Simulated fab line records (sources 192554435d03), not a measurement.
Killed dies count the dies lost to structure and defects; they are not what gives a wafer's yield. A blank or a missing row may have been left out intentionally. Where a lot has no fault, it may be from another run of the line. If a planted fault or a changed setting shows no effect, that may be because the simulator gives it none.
Split-lot trial ; flow n5-finfet ; on a route of 1938 steps: 7 lots, 21 wafers read

SPLIT DETAILS
At N5_BEOL_M9_EXPOSE_25 (exposes mask V8), the setting dose-mj was moved away from the recipe's 37.25 on 8 of the 21 wafers read, by -6.5% to +7.1%. All remaining wafers had this setting at the recipe value.

FROM THE SPLIT TO THE READING: what the file shows between them, 2 steps
- N5_BEOL_M9_PEB_26: peb time 60 s
- N5_BEOL_M9_DEVELOP_27: develop time 30 s

THE READING
cd-nm, in nm, at N5_BEOL_M9_CD_MEAS_28 (target cd 70 nm). Fault-free wafers of this fab line usually give 69.93 nm, standard deviation 0.24 nm.

wafer;tool, chamber at the split;dose-mj as run;against the recipe;cd-nm, nm;against lot-mates on the recipe
L074.1;euv-scanner-01, 0;35.4;-5.0%;68.75;-1.29
L074.2;euv-scanner-01, 0;35.4;-5.0%;68.46;-1.58
L074.5;euv-scanner-01, 0;37.25;recipe;70.04;-
L079.1;euv-scanner-01, 0;39.61;+6.3%;71.25;+1.59
L079.3;euv-scanner-01, 0;37.25;recipe;69.66;-
L079.4;euv-scanner-01, 0;39.61;+6.3%;71.41;+1.75
L087.1;euv-scanner-01, 0;37.25;recipe;70.13;-
L087.4;euv-scanner-01, 0;37.25;recipe;70.09;-
L087.6;euv-scanner-01, 0;37.25;recipe;70.13;-
L089.3;euv-scanner-02, 0;39.88;+7.1%;71.01;+0.82
L089.5;euv-scanner-02, 0;39.88;+7.1%;71.22;+1.03
L089.6;euv-scanner-02, 0;37.25;recipe;70.19;-
L088.3;euv-scanner-02, 0;37.25;recipe;70.17;-
L088.4;euv-scanner-02, 0;37.25;recipe;69.88;-
L088.5;euv-scanner-02, 0;35.73;-4.1%;69.47;-0.56
L094.1;euv-scanner-02, 0;37.25;recipe;69.85;-
L094.2;euv-scanner-02, 0;37.25;recipe;69.76;-
L094.4;euv-scanner-02, 0;37.25;recipe;70.19;-
L097.1;euv-scanner-02, 0;34.84;-6.5%;68.43;-1.51
L097.2;euv-scanner-02, 0;37.25;recipe;69.81;-
L097.6;euv-scanner-02, 0;37.25;recipe;70.07;-

THE FIT
A straight line over all 21 wafers: cd-nm changes by +0.206 nm for each +1% of dose-mj; r = +0.96; the points scatter about the line by 0.24 nm.
The same after taking each lot's own level away (the mean of its wafers on the recipe; 21 wafers): +0.211 nm for each +1%; r = +0.95; scatter 0.28 nm.
According to that fit, moving dose-mj by its largest amount changes the reading by 1.5 nm.
The lots' own levels span 69.660 to 70.190 nm, that is 2.2 times the standard deviation above.
The two slopes agree, so the slope changes little with the lot-to-lot level.
Check: for one of the wafers moved furthest among these (+7.1%), held out of the fit, the line's prediction against its lot-mates is +1.6 nm. Against them it came out at +0.82 nm.

OTHER SPLITS APPLIED TO THESE WAFERS
Note: prior to the reading, these wafers also went through further splits. Each is held against what the fit with the lots' levels taken away leaves over:
other split on the same wafers;wafers away from the commonest value;r with cd-nm (lot level and that fit taken away)
N5_BEOL_M2_ETCH_69 bias-w;9;-0.14
N5_BEOL_M5_ETCH_72 bias-w;7;-0.25
N5_BEOL_M5_COAT_66 spin-rpm;6;+0.26
N5_BEOL_M6_PECVD_70 time-s;8;-0.25
N5_BEOL_M7_ILD_DEP_00 time-s;8;-0.14
N5_BEOL_M8_ETCH_62 time-s;10;+0.38

FILE'S OWN FIT
cd-nm changes by +0.21 nm for each +1% of dose-mj, r = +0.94.
